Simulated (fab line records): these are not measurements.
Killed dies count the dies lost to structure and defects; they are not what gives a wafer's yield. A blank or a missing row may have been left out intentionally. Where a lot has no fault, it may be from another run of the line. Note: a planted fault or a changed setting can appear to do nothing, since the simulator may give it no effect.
8D (eight disciplines) problem report, filled in by code :: flow n5 finfet :: the parts of the form that need people (team, actions taken, sign-off) are left out
Where a reading is given only as a bound, like >300, the bound stands for it, and a mean or a difference that rests on one is marked > or <: the true number lies beyond.

== 1. WHAT WENT WRONG ==
raw defect count at N5_BEOL_M0_SAQP_INSPECT_42 reads a mean of 630 on 2 wafers of 2 lots; wafers without a fault read 263 with a standard deviation of 71. Measured from the usual mean, that is +5.2 standard deviations.
The step: inspects for defects (brightfield).
The first sign was on wafer L953.3 at day 6 18:03, on defect inspect-02. The record holds 12 wafers of 4 lots with a number at this step. Rule for "out" (also "out of limits"): further than 4 standard deviations from the usual mean. The other wafers with a number count as sound.

== 2. WHAT IT IS, AND WHAT IT ISN'T ==
question: which readings at this step
is: raw defect count
is not: -

question: which lots
is: L953, L954
is not: L948, L971

question: which wafers of those lots
is: L953.3, L954.1
is not: L953.2, L953.6, L954.4, L954.5

question: read on which gauges
is: defect inspect-01, defect inspect-02
is not: -

question: when
is: from day 6 18:03
is not: up to then (5 sound wafers); but 5 sound wafers of L954, L971 came after

== 3. THE SUSPECTS, EACH WITH WHAT RULES IT OUT ==
Counting: any tool at a process step up to the reading remains a suspect provided it ran every lot that is out. Sound lots after the first of them don't rule it out here, since some wafers of a struck lot are sound.
- ruled out: the gauge at N5_BEOL_M0_SAQP_INSPECT_42. Those wafers that are out were read across 2 gauges (defect inspect-01, defect inspect-02).
- wet bench-02 at N5_BEOL_M0_SAQP_STRIP_115 (strips in post etch residue remover, time 60 s): kept. It processed each lot that is out (first: L953, day 6 13:34); up to then, its last sound lot is L948 (day 5 15:03).
After counting, what remains is wet bench-02 at N5_BEOL_M0_SAQP_STRIP_115.

== 4. THE CAUSE (what the simulator had put in) ==
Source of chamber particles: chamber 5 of wet bench-02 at N5_BEOL_M0_SAQP_STRIP_115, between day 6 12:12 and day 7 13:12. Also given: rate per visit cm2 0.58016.
The count eliminated every tool but this one.

== 5. THE EFFECT CHAIN, in route order ==
Rows list readings where the struck wafers' mean (over those with a number) sits beyond 3 standard deviations from the usual. Scope: only readings with a usual standard deviation given in the record; hours: median across lots of the time from each lot's start at the first step in this table that gives one to its start at this step; sigmas: change in usual standard deviations.
hours: 0
step: N5_BEOL_M0_SAQP_INSPECT_42
reading: raw defect count
usual: 263
on struck wafers: 630
change: +367
sigmas: +5.2

hours: 2
step: N5_BEOL_M0_CUTY_INSPECT_59
reading: raw defect count
usual: 2.1
on struck wafers: >300
change: >+298
sigmas: +99 or more

hours: 166
step: N5_PASSIVATION_PROBE_49
reading: defect limited yield
usual: 91.4 %
on struck wafers: 84.1
change: -7.3
sigmas: -4.9

hours: 166
step: N5_PASSIVATION_PROBE_49
reading: killed_at_M0_to_M3
usual: 34
on struck wafers: 136
change: +102
sigmas: +8.5

hours: 166
step: N5_PASSIVATION_PROBE_49
reading: killed dies
usual: 101
on struck wafers: 188
change: +86
sigmas: +4.8

hours: 166
step: N5_PASSIVATION_PROBE_49
reading: sort_bin_5_function
usual: 5.1 %
on struck wafers: 10.3
change: +5.2
sigmas: +5.4

hours: 166
step: N5_PASSIVATION_PROBE_49
reading: sort n pass
usual: 1079
on struck wafers: 992
change: -86
sigmas: -5.1

hours: 166
step: N5_PASSIVATION_PROBE_49
reading: sort yield pct
usual: 91.4 %
on struck wafers: 84.1
change: -7.3
sigmas: -4.9
Process steps it contains:
- N5_PASSIVATION_PROBE_49
Later measuring or inspecting steps at which every struck wafer that the step has a row for has a number for every such reading, and none has moved that far: N5_BEOL_M4_RC_MEAS_101.

== 6. WHAT WOULD HAVE CAUGHT IT SOONER ==
Counted from the fault's start at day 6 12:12, it took 6 hours until the first out-of-limits reading at a measuring or inspecting step in this record, taken at day 6 18:03.
Among the 2 lots that are out, L954 began N5_BEOL_M0_SAQP_STRIP_115 on wet bench-02 after day 6 18:03. A hold on the tool at that time would have spared it.
